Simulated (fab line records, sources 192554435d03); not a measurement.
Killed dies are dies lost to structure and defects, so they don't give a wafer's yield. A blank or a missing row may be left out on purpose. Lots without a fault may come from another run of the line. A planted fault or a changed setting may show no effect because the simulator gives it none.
fab line records | flow n5_finfet
record lots=10 wafers=30 last_day=17
route steps=1938 shown MOL_CONTACT_COAG@608 TV_OPEN@1888 PASSIVATION@1911
lots that met no fault: from a run of the same line without faults
start_h: hours from the record's first day to the start of the lot's first wafer shown | wait_h: hours since the lot's step before | " the same as in the row above | L1.1+2: a row that stands for several wafers | - no value, or no start given | * or withheld: withheld | < > ~ a bound
route shown NAME@n: a module of which the file shows steps, and the number in the route of the first | usual: mean/standard deviation of fault-free wafers | same: alike in all rows | chamber/n: place in a boat | sites: the reading at each site | _std_site: their standard deviation | _edge_site: outer sites' mean less inner sites' | radius_mm: how far each site lies from the wafer's centre | mask NAME#n: copy n | behind: the tool/chamber that last shaped the wafer | hold: why the lot was held/for how many hours/how that ended | device: the transistor (n, p or np) that didn't switch | end of line: the same wafers' tests at the end of the route | a step without rows: its recipe alone | killed: dies lost to structure and defects at the first sort, not the wafer's yield | map: a wafer's dies, x killed, . not, _ none there
set.NAME: the setting as run; set.NAME@STEP: as run at that earlier step | model.NAME: the simulator's own value behind a step, which no gauge read
steps of the route over a sample of lots; a table a step, a row a wafer
services: from which hour (start_h, from the record's first day; less than 0 if before it) a tool's chamber was out of use, for how many hours, and why
## steps
# step N5_MOL_CONTACT_COAG_ALD_133
# recipe material=SiO2 target_thk_a=50 temp_c=100 ald_precursor_family=BDEAS ald_co_reactant=O2-plasma pulse_time_s=1 co_reactant_pulse_time_s=1 purge_time_s=2 co_reactant_purge_time_s=2 ald_cycles=35 pressure_torr=2
# usual chamber_pressure_Torr=2.001/0.0044 heater_power_w=80/9 precursor_pulse_height_rel=1.001/0.016
# same ald_cycles=35
# columns lot.wafer tool chamber start_h wait_h chamber_pressure_Torr heater_power_w precursor_pulse_height_rel
L291.1 ald_sin-01 3 112.41 0.6 2.006 80 0.991
L291.3 " 1 " " 2.004 81 1.012
L291.5 " 1 " " 1.997 83 0.997
L293.2 ald_sin-01 2 117.26 0.1 2.004 95 0.996
L293.5 " 1 " " 2.000 82 0.999
L293.6 " 0 " " 2.006 71 0.998
L294.1 ald_sin-01 2 122.34 0.1 2.008 95 1.033
L294.2 " 3 " " 2.000 81 0.993
L294.4 " 1 " " 2.004 82 0.999
L296.2 ald_sin-01 0 138.60 0.1 2.004 71 1.010
L296.3 " 2 " " 2.003 96 0.995
L296.4 " 3 " " 2.002 80 1.024
L297.2 ald_sin-01 2 141.88 0.1 2.009 97 1.021
L297.4 " 1 " " 1.998 80 0.997
L297.5 " 2 " " 2.007 98 1.010
L299.1 ald_sin-03 0 161.01 0.1 2.006 78 1.004
L299.2 " 2 " " 1.999 86 0.993
L299.3 " 1 " " 2.002 77 1.016
L307.3 ald_sin-01 1 206.89 0.1 2.002 79 0.983
L307.4 " 1 " " 2.005 81 0.979
L307.6 " 3 " " 2.000 76 0.988
L308.1 ald_sin-01 1 209.63 0.1 1.997 78 0.994
L308.2 " 0 " " 2.003 75 1.020
L308.5 " 0 " " 2.004 72 1.023
L309.4 ald_sin-04 0 212.62 0.3 2.004 66 0.985
L309.5 " 3 " " 1.998 98 1.034
L309.6 " 0 " " 2.001 67 0.998
L311.1 ald_sin-04 1 228.07 0.1 2.004 76 0.990
L311.4 " 2 " " 2.001 88 0.982
L311.5 " 3 " " 1.996 98 0.987
# step N5_PASSIVATION_VIA_ETCH_13
# recipe chemistry=CHF3/O2 target=SiO2 target_depth_a=6600 CHF3_flow_sccm=50 O2_flow_sccm=5 Ar_flow_sccm=200 time_s=330 mask_material=PR pressure_mtorr=30 source_w=650 bias_w=170 ion_energy_ev=200 ends=cleared
# usual O2_flow_sccm=5.000/0.017 chamber_pressure_mTorr=30.002/0.026 drypump_motor_current_A=5.8/0.4 etch_rf_on_time_s=236/4.4 oes_product_au=0.69/0.079 rf_vpp_V=524/6.5 showerhead_plenum_p_Torr=2.39/0.06 throttle_valve_pct=18.97/0.29
# columns lot.wafer tool chamber start_h wait_h O2_flow_sccm chamber_pressure_mTorr drypump_motor_current_A etch_rf_on_time_s oes_product_au rf_hours_counter_h rf_vpp_V showerhead_plenum_p_Torr throttle_valve_pct
L291.1 rie_diel-04 1 266.88 0.0 5.026 30.028 5.2 231 0.76 63 532 2.45 18.94
L291.3 " 2 " " 5.031 30.014 6.2 232 0.64 186 520 2.41 19.24
L291.5 " 2 " " 5.019 29.949 6.2 233 0.65 - 520 2.41 19.20
L293.2 rie_diel-05 3 278.63 0.0 5.017 30.033 6.1 235 0.69 127 517 2.33 18.93
L293.5 " 3 " " 5.009 30.017 6.1 242 0.69 - 518 2.33 18.90
L293.6 " 2 " " 5.006 30.000 5.3 245 0.62 - 511 2.48 18.81
L294.1 rie_diel-05 2 283.71 0.0 5.018 29.981 5.3 245 0.62 220 512 2.48 18.79
L294.2 " 3 " " 5.009 30.056 6.1 233 0.70 130 518 2.33 18.93
L294.4 " 3 " " 4.998 30.031 6.1 233 0.69 - 519 2.33 18.92
L297.2 rie_diel-05 1 293.18 0.0 4.974 29.992 6.3 239 0.87 0 508 2.47 18.42
L297.4 " 0 " " 5.010 30.014 6.1 236 0.70 105 526 2.42 19.06
L297.5 " 2 " " 5.031 30.013 5.3 249 0.61 - 512 2.48 18.82
L296.2 rie_diel-04 3 301.10 0.0 4.961 30.007 5.3 232 0.85 21 531 2.38 18.37
L296.3 " 0 " " 5.007 29.970 5.2 241 0.63 225 531 2.30 19.10
L296.4 " 1 " " 4.988 29.995 5.2 240 0.75 68 532 2.45 18.92
L299.1 rie_diel-04 2 325.27 0.0 4.996 30.047 6.2 228 0.64 199 519 2.40 19.25
L299.2 " 0 " " 4.987 30.030 5.2 233 0.63 232 529 2.30 19.13
L299.3 " 1 " " 4.991 29.998 5.3 229 0.74 76 533 2.45 18.95
L307.3 rie_diel-02 2 359.01 0.0 5.035 30.007 6.2 238 0.61 231 525 2.47 19.07
L307.4 " 0 " " 4.997 29.993 5.8 236 0.63 262 531 2.37 19.18
L307.6 " 0 " " 5.007 29.992 5.8 235 0.63 - 531 2.37 19.19
L309.4 rie_diel-02 0 362.75 0.0 5.011 30.043 5.8 233 0.63 263 533 2.37 19.18
L309.5 " 1 " " 4.973 29.982 6.0 238 0.65 - 524 2.31 19.32
L309.6 " 2 " " 4.991 29.987 6.3 242 0.61 - 524 2.47 19.09
L308.1 rie_diel-02 0 368.09 0.0 5.025 30.035 5.8 237 0.62 264 530 2.37 19.18
L308.2 " 1 " " 4.989 30.013 6.0 235 0.64 178 524 2.31 19.31
L308.5 " 2 " " 5.001 30.018 6.3 240 0.61 - 524 2.47 19.09
L311.1 rie_diel-02 2 390.66 0.0 4.970 29.980 6.3 237 0.61 242 525 2.46 19.09
L311.4 " 1 " " 5.021 29.976 6.0 239 0.64 - 524 2.30 19.31
L311.5 " 2 " " 5.000 29.999 6.3 239 0.61 - 525 2.46 19.10
# step N5_PASSIVATION_STRIP_34
# recipe chemistry=O2 power_w=600 temp_c=60 pressure_mtorr=30 rf_frequency_hz=6e+07 bias_power_w=0 overash_fraction=2 o2_flow_sccm=225
# usual chamber_pressure_mTorr=29.99/0.089 drypump_motor_current_A=5.5/0.5 oes_product_au=0.79/0.085 rf_vpp_V=3.6/1.5 showerhead_plenum_p_Torr=2.09/0.072 temp_c=59.98/0.11 throttle_valve_pct=16.70/0.22
# columns lot.wafer tool chamber start_h wait_h chamber_pressure_mTorr drypump_motor_current_A oes_product_au rf_hours_counter_h rf_vpp_V showerhead_plenum_p_Torr temp_c throttle_valve_pct
L291.1 rie_diel-03 0 269.18 0.2 29.87 6.2 0.68 249 5.0 2.16 59.81 16.98
L291.3 " 2 " " 30.11 5.8 0.67 244 7.5 1.98 60.22 16.94
L291.5 " 0 " " 30.00 6.3 0.67 - 6.1 2.16 59.97 17.02
L293.2 rie_diel-06 2 280.53 0.1 29.97 5.2 0.76 149 3.9 2.02 60.00 16.88
L293.5 " 1 " " 29.97 5.4 0.77 - 4.6 2.12 59.86 16.80
L293.6 " 0 " " 30.08 5.1 0.69 - 2.5 2.15 60.07 16.91
L294.1 rie_diel-06 3 285.59 0.1 30.03 4.9 0.78 116 4.3 2.03 60.03 16.43
L294.2 " 0 " " 29.98 5.1 0.68 225 4.9 2.15 60.13 16.92
L294.4 " 1 " " 29.89 5.4 0.76 138 2.8 2.12 59.94 16.86
L297.2 rie_diel-01 1 299.34 0.2 29.96 5.8 0.88 45 3.6 2.05 59.96 16.51
L297.4 " 2 " " 30.00 5.2 0.73 151 4.5 2.18 59.96 16.98
L297.5 " 2 " " 30.01 5.1 0.74 - 2.6 2.18 59.96 17.01
L296.2 rie_diel-03 0 303.27 0.3 30.13 6.3 0.99 3 2.2 2.16 60.04 16.60
L296.3 " 1 " " 30.04 4.8 0.76 143 5.2 2.02 60.02 16.35
L296.4 " 0 " " 30.23 6.3 0.99 - 4.3 2.16 59.93 16.60
L299.1 rie_diel-06 1 327.12 0.1 30.05 5.4 0.77 153 1.5 2.12 60.09 16.85
L299.2 " 3 " " 30.08 4.9 0.76 131 7.0 2.02 60.04 16.45
L299.3 " 2 " " 29.94 5.2 0.75 166 4.2 2.02 59.90 16.93
L307.3 rie_diel-06 3 361.05 0.1 29.91 4.9 0.74 146 4.4 2.02 59.89 16.47
L307.4 " 3 " " 30.05 4.9 0.74 - 3.1 2.02 59.93 16.48
L307.6 " 1 " " 30.00 5.4 0.72 - 3.1 2.11 59.80 16.91
L309.4 rie_diel-06 1 365.49 0.1 30.15 5.4 0.75 - 0.5 2.11 60.07 16.99
L309.5 " 2 " " 30.03 5.2 0.74 - 2.4 2.01 59.96 17.00
L309.6 " 3 " " 30.17 4.9 0.74 - 3.9 2.02 59.88 16.43
L308.1 rie_diel-01 0 370.35 0.1 29.88 5.6 0.95 18 5.9 2.05 60.03 16.60
L308.2 " 3 " " 29.99 6.5 0.77 116 2.7 2.20 59.80 16.51
L308.5 " 0 " " 30.06 5.6 0.95 - 4.4 2.06 59.95 16.57
L311.1 rie_diel-03 1 392.43 0.1 30.01 4.8 0.74 171 1.3 2.01 59.98 16.45
L311.4 " 3 " " 30.03 5.8 0.83 94 3.4 2.13 60.05 16.82
L311.5 " 1 " " 30.01 4.8 0.73 - 2.6 2.01 60.08 16.47
# step N5_PASSIVATION_PROBE_49
# usual defect_limited_yield=91.3/1.5 killed_at_M0_to_M3=34/9.4 killed_at_M4_up=13/5.3 killed_at_contacts=13/5.7 killed_at_front_end=40/10 killed_at_other=3.7/2.8 killed_dies=103/17 killed_open=67/13 killed_short=35/8.5 sort_bin_4_leakage=0.00/0.016 sort_bin_5_function=5.0/0.98 sort_bin_6_memory=3.3/0.7 sort_n_pass=1077/17 sort_yield_pct=91.3/1.5
# same gross_dies=1180 killed_at_back_side=0 sort_bin_8_speed[%]=0
# columns lot.wafer tool chamber start_h wait_h defect_limited_yield[%] killed_at_M0_to_M3 killed_at_M4_up killed_at_contacts killed_at_front_end killed_at_other killed_dies killed_open killed_short sort_bin_4_leakage[%] sort_bin_5_function[%] sort_bin_6_memory[%] sort_n_pass sort_yield_pct[%]
L291.1 prober-01 - 273.48 0.0 88.8 50 12 25 34 11 132 95 35 0 6.7 4.0 1048 88.8
L291.3 prober-01 - 273.58 0.1 90.9 43 7 20 34 3 107 77 29 0 5.3 3.4 1073 90.9
L291.5 prober-01 - 273.68 0.2 89.7 41 13 14 46 8 122 91 31 0 6.4 3.6 1058 89.7
L297.2 prober-02 - 303.59 0.1 90.3 43 9 14 46 3 115 78 37 0 5.4 4.2 1065 90.3
L297.4 prober-02 - 303.69 0.2 91.1 39 13 12 36 5 105 69 35 0 5.2 3.6 1075 91.1
L297.5 prober-02 - 303.74 0.2 91.9 40 9 10 33 3 95 71 24 0 4.6 3.2 1085 91.9
L296.2 prober-01 - 307.64 0.1 89.0 31 16 22 56 5 130 90 40 0 6.1 4.7 1050 89.0
L296.3 prober-01 - 307.69 0.1 92.5 31 14 12 23 8 88 60 26 0 4.8 2.3 1092 92.5
L296.4 prober-01 - 307.74 0.2 89.9 40 8 9 59 3 119 80 37 0 5.0 4.1 1061 89.9
L307.3 prober-02 - 365.44 0.1 87.2 41 20 52 33 5 151 78 22 0 7.9 4.0 1029 87.2
L307.4 prober-02 - 365.49 0.2 87.9 25 11 73 33 1 143 58 29 0 7.6 3.3 1037 87.9
L307.6 prober-02 - 365.59 0.3 87.0 39 4 87 19 4 153 53 17 0 8.1 2.9 1027 87.0
L308.1 prober-02 - 374.65 0.0 89.1 22 6 68 31 2 129 51 22 0 5.7 4.0 1051 89.1
L308.2 prober-02 - 374.70 0.1 86.2 33 7 99 24 0 163 56 14 0 8.4 3.6 1017 86.2
L308.5 prober-02 - 374.85 0.2 84.9 34 15 88 37 4 178 60 32 0 8.8 4.4 1002 84.9
# killed by level:class
L291.1 MOL_CONTACT_COAG:geometric_particle:open=19 BEOL_M1:geometric_particle:open=16 FIN_SAQP:geometric_particle:open=12 BEOL_M3:geometric_particle:open=10 BEOL_M0_SAQP:geometric_particle:open=9 MOL_CONTACT_COAG:geometric_particle:short=6 BEOL_M0_SAQP:geometric_particle:short=6 BEOL_M2:geometric_particle:open=6
L291.3 MOL_CONTACT_COAG:geometric_particle:open=15 BEOL_M0_SAQP:geometric_particle:open=11 BEOL_M2:geometric_particle:open=11 BEOL_M1:geometric_particle:open=7 FIN_SAQP:geometric_particle:open=6 DUMMY_GATE:geometric_particle:open=5 MOL_CONTACT_COAG:geometric_particle:short=5 BEOL_M3:geometric_particle:open=5
L291.5 STI_FIN_REVEAL:geometric_particle:open=19 MOL_CONTACT_COAG:geometric_particle:open=10 FIN_SAQP:geometric_particle:open=9 BEOL_M0_SAQP:geometric_particle:open=9 BEOL_M2:geometric_particle:open=9 BEOL_M1:geometric_particle:open=8 BEOL_M0_SAQP:geometric_particle:short=5 BEOL_M4:geometric_particle:open=5
L297.2 STI_FIN_REVEAL:geometric_particle:open=14 MOL_CONTACT_COAG:geometric_particle:open=12 BEOL_M0_SAQP:geometric_particle:open=11 DUMMY_GATE:geometric_particle:open=9 BEOL_M0_SAQP:geometric_particle:short=8 BEOL_M3:geometric_particle:open=8 GATE_CUT:geometric_particle:short=7 BEOL_M4:geometric_particle:open=5
L297.4 BEOL_M0_SAQP:geometric_particle:open=14 BEOL_M0_SAQP:geometric_particle:short=11 MOL_CONTACT_COAG:geometric_particle:open=8 FIN_SAQP:geometric_particle:open=7 DUMMY_GATE:geometric_particle:open=7 BEOL_M4:geometric_particle:open=7 FIN_SAQP:geometric_particle:short=6 GATE_CUT:geometric_particle:short=5
L297.5 BEOL_M0_SAQP:geometric_particle:open=12 DUMMY_GATE:geometric_particle:open=9 MOL_CONTACT_COAG:geometric_particle:open=8 BEOL_M3:geometric_particle:open=8 BEOL_M1:geometric_particle:open=6 STI_FIN_REVEAL:geometric_particle:open=5 BEOL_M0_SAQP:geometric_particle:short=5 FIN_SAQP:geometric_particle:short=4
L296.2 MOL_CONTACT_COAG:geometric_particle:open=17 FIN_SAQP:geometric_particle:open=11 STI_FIN_REVEAL:geometric_particle:open=10 BEOL_M1:geometric_particle:open=10 FIN_SAQP:geometric_particle:short=8 BEOL_M4:geometric_particle:open=8 GATE_CUT:geometric_particle:short=6 DUMMY_GATE:geometric_particle:open=5
L296.3 MOL_CONTACT_COAG:geometric_particle:open=10 FIN_SAQP:geometric_particle:open=6 BEOL_M2:geometric_particle:open=6 BEOL_M1:geometric_particle:open=5 BEOL_M0_SAQP:geometric_particle:open=5 BEOL_M0_SAQP:geometric_particle:short=4 BEOL_M4:geometric_particle:open=4 STI_FIN_REVEAL:geometric_particle:open=3
L296.4 STI_FIN_REVEAL:geometric_particle:open=16 FIN_SAQP:geometric_particle:open=15 FIN_SAQP:geometric_particle:short=11 MOL_CONTACT_COAG:geometric_particle:open=9 BEOL_M1:geometric_particle:open=9 BEOL_M1:geometric_particle:short=7 BEOL_M0_SAQP:geometric_particle:open=6 BEOL_M3:geometric_particle:open=6
L307.3 MOL_CONTACT_COAG:unspecified=51 BEOL_M3:geometric_particle:open=17 BEOL_M4:geometric_particle:open=13 STI_FIN_REVEAL:geometric_particle:open=12 BEOL_M2:geometric_particle:open=6 BEOL_M0_SAQP:geometric_particle:short=5 FIN_SAQP:geometric_particle:open=4 DUMMY_GATE:geometric_particle:open=4
L307.4 MOL_CONTACT_COAG:unspecified=56 MOL_CONTACT_COAG:geometric_particle:open=12 BEOL_M3:geometric_particle:open=9 STI_FIN_REVEAL:geometric_particle:open=7 BEOL_M0_SAQP:geometric_particle:short=7 FIN_SAQP:geometric_particle:open=5 GATE_CUT:geometric_particle:short=5 MOL_CONTACT_COAG:geometric_particle:short=5
L307.6 MOL_CONTACT_COAG:unspecified=82 BEOL_M3:geometric_particle:open=12 BEOL_M2:geometric_particle:open=7 MOL_CONTACT_COAG:geometric_particle:open=5 STI_FIN_REVEAL:geometric_particle:open=4 BEOL_M0_SAQP:geometric_particle:open=4 BEOL_M0:geometric_particle:open=4 BEOL_M1:geometric_particle:open=4
L308.1 MOL_CONTACT_COAG:unspecified=56 MOL_CONTACT_COAG:geometric_particle:open=11 BEOL_M0_SAQP:geometric_particle:open=8 BEOL_M2:geometric_particle:open=6 FIN_SAQP:geometric_particle:short=5 GATE_CUT:geometric_particle:short=5 FIN_SAQP:geometric_particle:open=4 STARTING-WAFER:geometric_particle:open=3
L308.2 MOL_CONTACT_COAG:unspecified=93 BEOL_M2:geometric_particle:open=13 BEOL_M0_SAQP:geometric_particle:open=11 STI_FIN_REVEAL:geometric_particle:open=9 FIN_SAQP:geometric_particle:short=4 MOL_CONTACT_COAG:geometric_particle:open=4 BEOL_M3:geometric_particle:open=4 BEOL_M4:geometric_particle:open=4
L308.5 MOL_CONTACT_COAG:unspecified=83 BEOL_M3:geometric_particle:open=14 BEOL_M5:geometric_particle:open=9 DUMMY_GATE:geometric_particle:open=8 FIN_SAQP:geometric_particle:short=6 STARTING-WAFER:geometric_particle:open=6 MOL_CONTACT_COAG:geometric_particle:open=5 BEOL_M0_SAQP:geometric_particle:short=5
## services
# columns tool chamber start_h hours kind
rie_diel-06 - 89.79 0.7 repair
rie_diel-02 2 104.30 10.3 repair
ald_sin-01 3 124.75 5.7 repair
ald_sin-01 3 131.07 3.9 repair
ald_sin-01 1 137.73 1.7 repair
rie_diel-02 3 143.02 4.5 repair
rie_diel-02 3 155.23 9.1 repair
ald_sin-01 1 169.45 5.0 repair
ald_sin-01 - 176.97 14.0 pm
rie_diel-06 0 188.36 17.2 repair
rie_diel-02 - 189.99 2.8 pm
ald_sin-01 - 210.29 14.6 pm
rie_diel-06 1 254.91 6.7 repair
rie_diel-06 3 258.08 2.7 repair
rie_diel-02 0 279.54 8.0 repair
rie_diel-02 0 289.38 4.3 repair
ald_sin-01 1 303.80 5.5 repair
ald_sin-01 3 313.58 10.6 repair
rie_diel-02 0 316.61 4.1 repair
ald_sin-01 - 318.17 2.4 repair
ald_sin-01 - 322.82 1.2 repair
rie_diel-06 2 336.84 9.5 repair
ald_sin-01 - 340.82 0.3 repair
ald_sin-01 3 387.25 9.6 repair
## key
first_sign step=N5_PASSIVATION_PROBE_49 reading=killed_at_contacts direction=up sigmas=11 usual=13 struck=78
effect step=N5_PASSIVATION_PROBE_49 reading=defect_limited_yield direction=down sigmas=2.9 usual=91.3 struck=87.0
more_kills_born_at N5_MOL_CONTACT_COAG_ALD_133@ald_sin-01=421
met_at N5_MOL_CONTACT_COAG_ALD_133
struck_lots L307,L308
not_acting_at N5_PASSIVATION_VIA_ETCH_13,N5_PASSIVATION_STRIP_34
onset_between 141.88 206.89
fault kind=chamber_particle_source tool=ald_sin-01 chamber=- onset_h=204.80 steps=N5_MOL_CONTACT_COAG_ALD_133 rate_per_visit_cm2=0.41283 end_h=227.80
